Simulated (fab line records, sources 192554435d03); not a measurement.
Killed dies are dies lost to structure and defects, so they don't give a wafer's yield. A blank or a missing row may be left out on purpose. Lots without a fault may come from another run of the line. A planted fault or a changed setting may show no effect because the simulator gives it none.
fab line records | flow n5_finfet
record lots=7 wafers=21
route steps=1938 shown MOL_CONTACT_COAG@570 BEOL_M0_SAQP@643 BEOL_M0_CUTY@701 BEOL_M1@770 BEOL_M2@879
start_h: hours from the record's first day to the start of the lot's first wafer shown | wait_h: hours since the lot's step before | " the same as in the row above | L1.1+2: a row that stands for several wafers | - no value, or no start given | * or withheld: withheld | < > ~ a bound
route shown NAME@n: a module of which the file shows steps, and the number in the route of the first | usual: mean/standard deviation of fault-free wafers | same: alike in all rows | chamber/n: place in a boat | sites: the reading at each site | _std_site: their standard deviation | _edge_site: outer sites' mean less inner sites' | radius_mm: how far each site lies from the wafer's centre | mask NAME#n: copy n | behind: the tool/chamber that last shaped the wafer | hold: why the lot was held/for how many hours/how that ended | device: the transistor (n, p or np) that didn't switch | end of line: the same wafers' tests at the end of the route | a step without rows: its recipe alone | killed: dies lost to structure and defects at the first sort, not the wafer's yield | map: a wafer's dies, x killed, . not, _ none there
set.NAME: the setting as run; set.NAME@STEP: as run at that earlier step | model.NAME: the simulator's own value behind a step, which no gauge read
lots whose settings were changed on purpose; a table a step, a row a wafer
## steps
# step N5_MOL_CONTACT_COAG_EXPOSE_81
# recipe mask_id=VG na=0.33 source_shape=annular sigma_inner=0.3 sigma_outer=0.7 polarization=unpolarized defocus_nm=0 dose_mj=59.5
# columns lot.wafer tool chamber start_h wait_h mask set.dose_mj
L076.1+3 euv_scanner-01 0 109.22 - VG#0 56.21
L076.5 " 0 " " VG#0 59.5
L080.1 euv_scanner-01 0 136.09 - VG#0 59.5
L080.3+6 " 0 " " VG#0 62.86
L081.3 euv_scanner-01 0 141.91 - VG#0 59.5
L081.4+6 " 0 " " VG#0 55.54
L083.2+5 euv_scanner-02 0 148.08 - VG#0 56.6
L083.4 " 0 " " VG#0 59.5
L095.1+3+4 euv_scanner-01 0 237.85 - VG#0 59.5
L096.2 euv_scanner-01 0 241.14 - VG#0 59.5
L096.4+6 " 0 " " VG#0 57.47
L097.1+3 euv_scanner-02 0 249.24 - VG#0 62.58
L097.6 " 0 " " VG#0 59.5
# step N5_MOL_CONTACT_COAG_PEB_82
# recipe peb_temp_c=100 peb_time_s=60 resist=CAR-EUV
# step N5_MOL_CONTACT_COAG_DEVELOP_83
# recipe develop_time_s=30 developer=TMAH resist=CAR-EUV rinse_liquid=surfactant_rinse dry=air_spin dev_temp_c=23
# step N5_MOL_CONTACT_COAG_CD_MEAS_84
# recipe target_cd_nm=25.1 landing_energy_ev=500 detector=se_inlens polarity=opening
# usual cd_nm=25.07/0.24
# columns lot.wafer tool chamber start_h wait_h set.dose_mj@MOL_CONTACT_COAG_EXPOSE_81 cd_nm
L076.1 cd_sem-02 0 109.36 - 56.21 24.11
L076.3 " 0 " " 56.21 23.80
L076.5 " 0 " " 59.5 24.88
L080.1 cd_sem-02 0 136.23 - 59.5 25.22
L080.3 " 0 " " 62.86 26.24
L080.6 " 0 " " 62.86 26.13
L081.3 cd_sem-02 0 142.04 - 59.5 25.17
L081.4 " 0 " " 55.54 23.50
L081.6 " 0 " " 55.54 23.49
L083.2 cd_sem-01 0 148.21 - 56.6 23.84
L083.4 " 0 " " 59.5 24.94
L083.5 " 0 " " 56.6 24.05
L095.1 cd_sem-03 0 237.99 - 59.5 25.26
L095.3 " 0 " " 59.5 25.42
L095.4 " 0 " " 59.5 25.10
L096.2 cd_sem-01 0 241.28 - 59.5 25.45
L096.4 " 0 " " 57.47 23.95
L096.6 " 0 " " 57.47 23.96
L097.1 cd_sem-03 0 249.39 - 62.58 26.30
L097.3 " 0 " " 62.58 26.06
L097.6 " 0 " " 59.5 25.36
# step N5_MOL_CONTACT_COAG_DESCUM_88
# recipe chemistry=O2 time_s=7 source_power_w=50 bias_power_w=20 pressure_mtorr=20 rf_frequency_hz=2.712e+07 temp_c=40 resist=CAR-EUV o2_flow_sccm=225
# step N5_MOL_CONTACT_COAG_ETCH_89
# recipe chemistry=N2/H2 target=underlayer target_depth_a=130 mask_material=CAR-EUV time_s=10.4 ion_energy_ev=200 pressure_mtorr=30 source_w=840 bias_w=150 n2_flow_sccm=200 h2_flow_sccm=200 ends=cleared
# step N5_MOL_CONTACT_COAG_ETCH_90
# recipe chemistry=CF4 target=SiARC target_depth_a=130 mask_material=CAR-EUV time_s=21.7 ion_energy_ev=80 pressure_mtorr=40 source_w=545 bias_w=36 Ar_flow_sccm=100 cf4_flow_sccm=100 ends=cleared
# columns lot.wafer tool chamber start_h wait_h set.spin_rpm@MOL_CONTACT_COAG_COAT_76 model.etch.depth_nm
L076.1 rie_diel-06 3 109.54 0.0 1500 10.03
L076.3 " 1 " " 1588 9.745
L076.5 " 1 " " 1588 9.743
L080.1 rie_diel-05 2 136.41 0.0 1500 9.938
L080.3 " 3 " " 1500 9.956
L080.6 " 1 " " 1500 9.94
L081.3 rie_diel-05 3 142.21 0.0 1500 9.968
L081.4 " 1 " " 1500 9.992
L081.6 " 3 " " 1391 10.37
L083.2 rie_diel-04 0 148.61 0.0 1500 9.999
L083.4 " 1 " " 1500 9.996
L083.5 " 0 " " 1500 10.01
L095.1 rie_diel-06 1 238.17 0.0 1500 9.967
L095.3 " 2 " " 1500 10
L095.4 " 0 " " 1500 9.963
L096.2 rie_diel-06 1 241.45 0.0 1372 10.45
L096.4 " 2 " " 1372 10.44
L096.6 " 0 " " 1500 9.961
L097.1 rie_diel-05 1 249.94 0.0 1500 9.947
L097.3 " 2 " " 1559 9.765
L097.6 " 0 " " 1500 9.915
# step N5_MOL_CONTACT_COAG_ALD_131
# recipe material=SiO2 target_thk_a=50 temp_c=100 ald_precursor_family=BDEAS ald_co_reactant=O2-plasma pulse_time_s=1 co_reactant_pulse_time_s=1 purge_time_s=2 co_reactant_purge_time_s=2 ald_cycles=35 pressure_torr=2
# step N5_MOL_CONTACT_COAG_ETCHBACK_132
# recipe chemistry=CHF3 target=SiO2 target_depth_a=100 time_s=6.7 ion_energy_ev=200 pressure_mtorr=30 source_w=610 bias_w=170 Ar_flow_sccm=200 CHF3_flow_sccm=50
# step N5_MOL_CONTACT_COAG_PRECLEAN_144
# recipe chemistry=alkaline_clean temp_c=60 time_s=60 do_ppb=50
# step N5_MOL_CONTACT_COAG_SRD_145
# recipe dry=ipa_marangoni time_s=30 temp_c=23 rinse_liquid=diw
# step N5_MOL_CONTACT_COAG_CD_MEAS_137
# recipe target_cd_nm=16
# usual cd_nm=15.8/0.34
# columns lot.wafer tool chamber start_h wait_h set.dose_mj@MOL_CONTACT_COAG_EXPOSE_81 cd_nm
L076.1 cd_sem-02 - 110.34 0.0 56.21 14.8
L076.3 " - " " 56.21 14.6
L076.5 " - " " 59.5 15.6
L080.1 cd_sem-02 - 137.16 0.0 59.5 15.7
L080.3 " - " " 62.86 17.4
L080.6 " - " " 62.86 17.1
L081.3 cd_sem-02 - 142.97 0.0 59.5 16.4
L081.4 " - " " 55.54 14.6
L081.6 " - " " 55.54 14.2
L083.2 cd_sem-02 - 149.37 0.0 56.6 14.9
L083.4 " - " " 59.5 15.8
L083.5 " - " " 56.6 14.9
L095.1 cd_sem-02 - 239.18 0.0 59.5 15.6
L095.3 " - " " 59.5 15.9
L095.4 " - " " 59.5 15.7
L096.2 cd_sem-01 - 242.21 0.0 59.5 15.9
L096.4 " - " " 57.47 15.2
L096.6 " - " " 57.47 14.2
L097.1 cd_sem-03 - 250.78 0.0 62.58 16.9
L097.3 " - " " 62.58 16.8
L097.6 " - " " 59.5 15.6
# step N5_BEOL_M0_SAQP_COAT_08
# recipe resist=CAR-ArF spin_rpm=1500 resist_thk_nm=90
# columns lot.wafer tool chamber start_h wait_h set.spin_rpm model.CAR-ArF_of_BEOL_M0_SAQP_COAT_08.thk_nm
L076.1 litho_track-03 0 - - 1500 89.4
L076.3 " 0 " " 1500 89.6
L076.5 " 0 " " 1655 85
L080.1+6 litho_track-03 0 - - 1500 89.8
L080.3 " 0 " " 1622 86.4
L081.3 litho_track-05 0 - - 1500 90.2
L081.4 " 0 " " 1404 93
L081.6 " 0 " " 1500 90
L083.2+4 litho_track-03 0 - - 1500 89.6
L083.5 " 0 " " 1500 89.8
L095.1 litho_track-03 0 - - 1500 90.4
L095.3 " 0 " " 1500 89.6
L095.4 " 0 " " 1500 90
L096.2 litho_track-05 0 - - 1663 85.6
L096.4 " 0 " " 1663 85.4
L096.6 " 0 " " 1500 90
L097.1 litho_track-05 0 - - 1500 89.4
L097.3 " 0 " " 1401 92.6
L097.6 " 0 " " 1500 89.6
# step N5_BEOL_M0_SAQP_EXPOSE_11
# recipe mask_id=M0_CORE na=1.35 source_shape=dipole sigma_inner=0.538 sigma_outer=0.738 polarization=te target_cd_nm=42 dose_mj=55
# columns lot.wafer tool chamber start_h wait_h mask set.dose_mj
L076.1+3 arfi_scanner-01 0 118.39 - M0_CORE#0 55
L076.5 " 0 " " M0_CORE#0 53.22
L080.1+3+6 arfi_scanner-03 0 144.49 - M0_CORE#0 55
L081.3+4+6 arfi_scanner-03 0 152.00 - M0_CORE#0 55
L083.2+5 arfi_scanner-02 0 156.99 - M0_CORE#0 57.56
L083.4 " 0 " " M0_CORE#0 55
L095.1+3+4 arfi_scanner-03 0 247.45 - M0_CORE#0 55
L096.2+4+6 arfi_scanner-01 0 249.13 - M0_CORE#0 55
L097.1+6 arfi_scanner-01 0 257.92 - M0_CORE#0 56.32
L097.3 " 0 " " M0_CORE#0 55
# step N5_BEOL_M0_SAQP_PEB_12
# recipe peb_temp_c=withheld peb_time_s=60 resist=CAR-ArF
# step N5_BEOL_M0_SAQP_DEVELOP_13
# recipe develop_time_s=30 developer=TMAH resist=CAR-ArF dev_temp_c=23 rinse_liquid=diw dry=air_spin
# columns lot.wafer tool chamber start_h wait_h set.spin_rpm@BEOL_M0_SAQP_COAT_08 model.CAR-ArF_of_BEOL_M0_SAQP_COAT_08.thk_nm
L076.1 litho_track-03 0 - - 1500 87.6
L076.3 " 0 " " 1500 87.8
L076.5 " 0 " " 1655 83.2
L080.1+6 litho_track-02 0 - - 1500 88.2
L080.3 " 0 " " 1622 84.8
L081.3 litho_track-03 0 - - 1500 88.6
L081.4 " 0 " " 1404 91.2
L081.6 " 0 " " 1500 88.2
L083.2+4 litho_track-05 0 - - 1500 87.8
L083.5 " 0 " " 1500 88
L095.1 litho_track-03 0 - - 1500 88.6
L095.3 " 0 " " 1500 88
L095.4 " 0 " " 1500 88.4
L096.2 litho_track-02 0 - - 1663 83.8
L096.4 " 0 " " 1663 83.6
L096.6 " 0 " " 1500 88.4
L097.1 litho_track-03 0 - - 1500 87.8
L097.3 " 0 " " 1401 91
L097.6 " 0 " " 1500 88
# step N5_BEOL_M0_SAQP_DESCUM_19
# recipe chemistry=O2 time_s=7.9 source_power_w=50 bias_power_w=20 pressure_mtorr=20 rf_frequency_hz=2.712e+07 temp_c=40 resist=CAR-ArF o2_flow_sccm=225
# step N5_BEOL_M0_SAQP_ETCH_83
# recipe chemistry=CF4 target=SiARC target_depth_a=390 mask_material=CAR-ArF time_s=65 ion_energy_ev=80 pressure_mtorr=40 source_w=545 bias_w=36 Ar_flow_sccm=100 cf4_flow_sccm=100 ends=cleared
# columns lot.wafer tool chamber start_h wait_h set.spin_rpm@BEOL_M0_SAQP_COAT_08 model.CAR-ArF_of_BEOL_M0_SAQP_COAT_08.thk_nm
L076.1 rie_diel-03 2 118.64 0.0 1500 54.8
L076.3 " 1 " " 1500 55
L076.5 " 2 " " 1655 50.6
L080.1 rie_diel-02 0 144.74 0.0 1500 55.2
L080.3 " 3 " " 1622 52
L080.6 " 2 " " 1500 55.4
L081.3 rie_diel-02 3 152.25 0.0 1500 55.8
L081.4 " 2 " " 1404 58.4
L081.6 " 1 " " 1500 55.6
L083.2+4 rie_diel-01 0,3 157.78 0.0 1500 55
L083.5 " 0 " " 1500 55.2
L095.1 rie_diel-01 0 247.95 0.0 1500 55.8
L095.3 " 1 " " 1500 55
L095.4 " 3 " " 1500 55.6
L096.2 rie_diel-02 1 249.58 0.0 1663 51.2
L096.4 " 2 " " 1663 51
L096.6 " 3 " " 1500 55.8
L097.1 rie_diel-02 1 258.17 0.0 1500 55
L097.3 " 0 " " 1401 58.2
L097.6 " 2 " " 1500 55.4
# step N5_BEOL_M0_CUTY_COAT_50
# recipe resist=SiARC temp_c=220 time_s=60 spin_rpm=1500 resist_thk_nm=15
# columns lot.wafer tool chamber start_h wait_h set.spin_rpm model.SiARC_of_BEOL_M0_CUTY_COAT_50.thk_nm
L076.1+3+5 litho_track-02 0 123.74 0.0 1500 15
L080.1 litho_track-04 0 150.25 0.0 1554 14.8
L080.3+6 " 0 " " 1500 15
L081.3+6 litho_track-01 0 157.31 0.0 1500 15
L081.4 " 0 " " 1375 15.6
L083.2+4 litho_track-01 0 162.89 0.0 1554 14.8
L083.5 " 0 " " 1500 15
L095.1+3+4 litho_track-01 0 253.29 0.0 1500 15
L096.2+6 litho_track-04 0 254.93 0.0 1500 15
L096.4 " 0 " " 1354 15.8
L097.1+3+6 litho_track-02 0 266.74 0.0 1500 15
# step N5_BEOL_M1_ETCH_64
# recipe chemistry=N2/H2 target=SOC target_depth_a=750 overetch_a=150 mask_material=SiARC temp_c=40 time_s=112.5 ion_energy_ev=200 pressure_mtorr=30 source_w=840 bias_w=150 n2_flow_sccm=200 h2_flow_sccm=200
# usual rf_vpp_V=523.9/2.4
# columns lot.wafer tool chamber start_h wait_h set.bias_w rf_vpp_V model.SiARC_of_BEOL_M1_COAT_62.thk_nm
L076.1 rie_diel-03 2 129.82 0.0 150 524.6 6.6
L076.3 " 1 " " 162.1 552.4 6.2
L076.5 " 1 " " 162.1 553.4 6.4
L080.1 rie_diel-02 0 158.10 0.0 126.8 470.4 7.8
L080.3 " 1 " " 126.8 467.9 8
L080.6 " 3 " " 150 519.6 6.8
L081.3 rie_diel-03 1 166.51 0.0 173.1 576.6 6
L081.4 " 2 " " 150 524.5 6.8
L081.6 " 1 " " 150 527.3 6.8
L083.2 rie_diel-03 3 177.35 0.0 150 524.6 6.6
L083.4 " 3 " " 124.2 466.8 7.8
L083.5 " 1 " " 150 526.1 7
L095.1 rie_diel-01 2 260.10 0.0 150 523.1 6.8
L095.3 " 0 " " 150 523.5 7
L095.4 " 1 " " 150 526.9 6.8
L096.2 rie_diel-02 2 260.66 0.0 150 522.1 6.8
L096.4 " 2 " " 124.9 465.1 8
L096.6 " 0 " " 150 522.3 6.6
L097.1 rie_diel-02 2 273.14 0.0 127.7 472.4 7.8
L097.3 " 1 " " 150 518.9 7
L097.6 " 2 " " 150 522.3 6.8
# step N5_BEOL_M1_COAT_68
# recipe resist=SiARC temp_c=220 time_s=60 spin_rpm=1500 resist_thk_nm=12
# columns lot.wafer tool chamber start_h wait_h set.spin_rpm model.SiARC_of_BEOL_M1_COAT_68.thk_nm
L076.1 litho_track-05 0 - - 1500 12
L076.3+5 " 0 " " 1559 11.8
L080.1+3+6 litho_track-05 0 - - 1500 12
L081.3+4+6 litho_track-05 0 - - 1500 12
L083.2+4+5 litho_track-03 0 - - 1354 12.6
L095.1+3+4 litho_track-04 0 - - 1500 12
L096.2 litho_track-04 0 - - 1604 11.6
L096.4+6 " 0 " " 1500 12
L097.1+3+6 litho_track-04 0 - - 1500 12
# step N5_BEOL_M1_COAT_76
# recipe resist=underlayer temp_c=205 time_s=60 spin_rpm=1500 resist_thk_nm=5
# step N5_BEOL_M1_COAT_22
# recipe resist=CAR-EUV spin_rpm=1500 resist_thk_nm=30
# step N5_BEOL_M1_DESCUM_33
# recipe chemistry=O2 time_s=7 source_power_w=50 bias_power_w=20 pressure_mtorr=20 rf_frequency_hz=2.712e+07 temp_c=40 resist=CAR-EUV o2_flow_sccm=225
# step N5_BEOL_M1_ETCH_77
# recipe chemistry=N2/H2 target=underlayer target_depth_a=65 mask_material=CAR-EUV time_s=5.2 ion_energy_ev=200 pressure_mtorr=30 source_w=840 bias_w=150 n2_flow_sccm=200 h2_flow_sccm=200 ends=cleared
# step N5_BEOL_M1_ETCH_69
# recipe chemistry=CF4 target=SiARC target_depth_a=156 mask_material=CAR-EUV time_s=26 ion_energy_ev=80 pressure_mtorr=40 source_w=545 bias_w=36 Ar_flow_sccm=100 cf4_flow_sccm=100 ends=cleared
# columns lot.wafer tool chamber start_h wait_h set.spin_rpm@BEOL_M1_COAT_68 model.etch.depth_nm
L076.1 rie_diel-02 0 131.15 0.0 1500 12
L076.3 " 3 " " 1559 11.76
L076.5 " 2 " " 1559 11.78
L080.1 rie_diel-01 0 158.94 0.0 1500 12.1
L080.3 " 2 " " 1500 12.06
L080.6 " 3 " " 1500 12.07
L081.3 rie_diel-03 3 167.35 0.0 1500 12.01
L081.4 " 2 " " 1500 12.03
L081.6 " 1 " " 1500 12
L083.2 rie_diel-03 3 178.20 0.0 1354 12.63
L083.4 " 1 " " 1354 12.66
L083.5 " 3 " " 1354 12.64
L095.1 rie_diel-03 2 261.06 0.0 1500 11.94
L095.3 " 0 " " 1500 11.93
L095.4 " 1 " " 1500 11.91
L096.2 rie_diel-02 0 261.60 0.0 1604 11.58
L096.4 " 2 " " 1500 11.96
L096.6 " 0 " " 1500 11.94
L097.1 rie_diel-03 2 274.51 0.0 1500 11.98
L097.3+6 " 1,2 " " 1500 12
# step N5_BEOL_M2_DESCUM_33
# recipe chemistry=O2 time_s=7 source_power_w=50 bias_power_w=20 pressure_mtorr=20 rf_frequency_hz=2.712e+07 temp_c=40 resist=CAR-EUV o2_flow_sccm=225
# columns lot.wafer tool chamber start_h wait_h set.time_s model.CAR-EUV_of_BEOL_M2_COAT_22.thk_nm
L076.1 rie_diel-06 1 138.72 0.5 6.177 26.8
L076.3+5 " 3,0 " " 6.177 26.6
L080.1+6 rie_diel-04 0 177.70 0.0 7.398 26
L080.3 " 1 " " 7 26.2
L081.3+6 rie_diel-05 2,1 180.50 0.0 7 26
L081.4 " 0 " " 7.655 25.8
L083.2 rie_diel-06 2 185.84 0.1 7 26
L083.4+5 " 1,2 " " 7 26.2
L095.1+3 rie_diel-04 2,3 269.83 0.0 7 25.8
L095.4 " 0 " " 7 26
L096.2+4 rie_diel-06 1,0 272.16 0.0 8.441 25.4
L096.6 " 1 " " 7 26.2
L097.1+3+6 rie_diel-06 3,1,0 291.29 0.0 7 26
# step N5_BEOL_M2_ETCH_77
# recipe chemistry=N2/H2 target=underlayer target_depth_a=65 mask_material=CAR-EUV time_s=5.2 ion_energy_ev=200 pressure_mtorr=30 source_w=840 bias_w=150 n2_flow_sccm=200 h2_flow_sccm=200 ends=cleared
# columns lot.wafer tool chamber start_h wait_h set.time_s@BEOL_M2_DESCUM_33 model.CAR-EUV_of_BEOL_M2_COAT_22.thk_nm
L076.1 rie_diel-06 1 138.75 0.0 6.177 21
L076.3+5 " 3,0 " " 6.177 20.8
L080.1+6 rie_diel-04 0 177.73 0.0 7.398 20.4
L080.3 " 1 " " 7 20.6
L081.3+6 rie_diel-05 2,1 180.53 0.0 7 20.4
L081.4 " 0 " " 7.655 20
L083.2+4+5 rie_diel-06 2,1,2 185.88 0.0 7 20.4
L095.1 rie_diel-04 2 269.86 0.0 7 20
L095.3 " 3 " " 7 20.2
L095.4 " 0 " " 7 20.4
L096.2 rie_diel-06 1 272.20 0.0 8.441 19.8
L096.4 " 0 " " 8.441 19.6
L096.6 " 1 " " 7 20.4
L097.1+6 rie_diel-06 3,0 291.32 0.0 7 20.2
L097.3 " 1 " " 7 20.4
# step N5_BEOL_M2_ETCH_69
# recipe chemistry=CF4 target=SiARC target_depth_a=156 mask_material=CAR-EUV time_s=26 ion_energy_ev=80 pressure_mtorr=40 source_w=545 bias_w=36 Ar_flow_sccm=100 cf4_flow_sccm=100 ends=cleared
# columns lot.wafer tool chamber start_h wait_h set.time_s@BEOL_M2_DESCUM_33 model.CAR-EUV_of_BEOL_M2_COAT_22.thk_nm
L076.1 rie_diel-06 1 138.77 0.0 6.177 11.8
L076.3+5 " 3,0 " " 6.177 11.6
L080.1+6 rie_diel-04 0 177.75 0.0 7.398 11.2
L080.3 " 1 " " 7 11.2
L081.3 rie_diel-05 2 180.55 0.0 7 11
L081.4 " 0 " " 7.655 10.8
L081.6 " 1 " " 7 11.2
L083.2+4 rie_diel-06 2,1 185.89 0.0 7 11.2
L083.5 " 2 " " 7 11.4
L095.1+3 rie_diel-04 2,3 269.88 0.0 7 11
L095.4 " 0 " " 7 11.2
L096.2 rie_diel-06 1 272.21 0.0 8.441 10.6
L096.4 " 0 " " 8.441 10.4
L096.6 " 1 " " 7 11.4
L097.1+6 rie_diel-06 3,0 291.34 0.0 7 11
L097.3 " 1 " " 7 11.2
## key
split step=N5_MOL_CONTACT_COAG_EXPOSE_81 setting=dose_mj stated=59.5 by=wafer
response step=N5_MOL_CONTACT_COAG_CD_MEAS_84 reading=cd_nm change=+0.212 per=1% r=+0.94
response step=N5_MOL_CONTACT_COAG_CD_MEAS_137 reading=cd_nm change=+0.246 per=1% r=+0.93
split step=N5_BEOL_M0_SAQP_COAT_08 setting=spin_rpm stated=1500 by=wafer
response step=N5_BEOL_M0_SAQP_COAT_08 reading=model.CAR-ArF_of_BEOL_M0_SAQP_COAT_08.thk_nm change=-0.432 per=1% r=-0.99
response step=N5_BEOL_M0_SAQP_DEVELOP_13 reading=model.CAR-ArF_of_BEOL_M0_SAQP_COAT_08.thk_nm change=-0.436 per=1% r=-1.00
response step=N5_BEOL_M0_SAQP_ETCH_83 reading=model.CAR-ArF_of_BEOL_M0_SAQP_COAT_08.thk_nm change=-0.425 per=1% r=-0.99
split step=N5_BEOL_M0_SAQP_EXPOSE_11 setting=dose_mj stated=55 by=wafer
response none clear
split step=N5_BEOL_M0_CUTY_COAT_50 setting=spin_rpm stated=1500 by=wafer
response step=N5_BEOL_M0_CUTY_COAT_50 reading=model.SiARC_of_BEOL_M0_CUTY_COAT_50.thk_nm change=-0.0748 per=1% r=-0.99
split step=N5_BEOL_M1_ETCH_64 setting=bias_w stated=150 by=wafer
response step=N5_BEOL_M1_ETCH_64 reading=rf_vpp_V change=+3.34 per=1% r=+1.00
response step=N5_BEOL_M1_ETCH_64 reading=model.SiARC_of_BEOL_M1_COAT_62.thk_nm change=-0.0628 per=1% r=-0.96
split step=N5_BEOL_M1_COAT_68 setting=spin_rpm stated=1500 by=wafer
response step=N5_BEOL_M1_COAT_68 reading=model.SiARC_of_BEOL_M1_COAT_68.thk_nm change=-0.056 per=1% r=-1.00
response step=N5_BEOL_M1_ETCH_69 reading=model.etch.depth_nm change=-0.0539 per=1% r=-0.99
split step=N5_BEOL_M2_DESCUM_33 setting=time_s stated=7 by=wafer
response step=N5_BEOL_M2_DESCUM_33 reading=model.CAR-EUV_of_BEOL_M2_COAT_22.thk_nm change=-0.0358 per=1% r=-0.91
response step=N5_BEOL_M2_ETCH_77 reading=model.CAR-EUV_of_BEOL_M2_COAT_22.thk_nm change=-0.0355 per=1% r=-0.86
response step=N5_BEOL_M2_ETCH_69 reading=model.CAR-EUV_of_BEOL_M2_COAT_22.thk_nm change=-0.0392 per=1% r=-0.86
split outside_this_file step=N5_MOL_CONTACT_COAG_COAT_76 setting=spin_rpm
# split outside_this_file: this setting was split too, and the file shows its column; the key of that split is in another file
